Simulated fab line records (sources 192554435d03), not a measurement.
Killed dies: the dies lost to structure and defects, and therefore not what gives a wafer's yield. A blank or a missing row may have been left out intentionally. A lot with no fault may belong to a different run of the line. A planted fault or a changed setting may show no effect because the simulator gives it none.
Matching of chambers -- flow n5_finfet -- rie_diel-01 running N5_BEOL_M7_VIA_ETCH_34: 4 sister chambers
The step etches SiCOH lowk in C4F6/O2, target depth 125.5 nm, time 50.5 s. 20 wafers are shown with their chamber, then 10 later ones without.

## WAFERS WITH THEIR CHAMBER
wafer,chamber,drypump_motor_current_A (A),showerhead_plenum_p_Torr (Torr),rf_vpp_V (V)
L075.3,3,5.6,2.97,681
L075.4,2,5.2,2.75,672
L075.6,0,5.0,2.82,656
L074.2,3,5.6,2.97,679
L074.5,1,5.8,2.78,647
L074.6,0,4.9,2.82,657
L078.1,0,4.9,2.82,657
L078.5,0,4.9,2.82,655
L078.6,2,5.2,2.74,670
L081.3,2,5.2,2.74,670
L081.4,0,5.0,2.82,656
L081.5,0,4.9,2.82,656
L082.2,0,5.0,2.82,655
L082.3,1,5.8,2.78,646
L082.6,3,5.6,2.97,679
L086.2,1,5.8,2.77,645
L086.4,2,5.2,2.73,669
L086.5,3,5.6,2.96,679
L087.1,0,5.0,2.81,655
L087.4,1,5.8,2.77,647

SIGNATURES (means of the wafers above)
reading,chamber 0,chamber 1,chamber 2,chamber 3,scatter within a chamber
drypump_motor_current_A,4.950,5.800,5.200,5.600,0.0354
showerhead_plenum_p_Torr,2.8187,2.7750,2.7400,2.9675,0.00538
rf_vpp_V,655.88,646.25,670.25,679.50,0.98
Rule: a wafer's distance from a chamber is the root of the sum, over the readings, of the square of ((its reading less the chamber's mean) divided by the reading's scatter). The wafer belongs to the nearest chamber; if the next one is less than 2 further off, it can't be placed. How the scatter is found: for the shown wafers, subtract from each reading the mean of its chamber, square and add these, divide the total by (wafers less chambers), then take the root.

## WAFERS WHOSE CHAMBER IS MISSING
wafer,drypump_motor_current_A (A),showerhead_plenum_p_Torr (Torr),rf_vpp_V (V)
L087.5,5.0,2.81,656
L089.1,5.0,2.81,656
L089.4,5.6,2.96,679
L089.6,5.7,2.77,644
L088.2,5.2,2.73,670
L088.5,4.9,2.81,656
L088.6,5.6,2.96,678
L096.3,5.0,2.80,657
L096.4,5.6,2.95,679
L096.6,4.9,2.80,655

## WHICH CHAMBER EACH WENT THROUGH
wafer,from the rows above,in truth
L087.5,0,0
L089.1,0,0
L089.4,3,3
L089.6,1,1
L088.2,2,2
L088.5,0,0
L088.6,3,3
L096.3,0,0
L096.4,3,3
L096.6,0,0
Correct placement for 10 of the 10. Not placeable from these rows: 0. Number placed wrongly: 0.
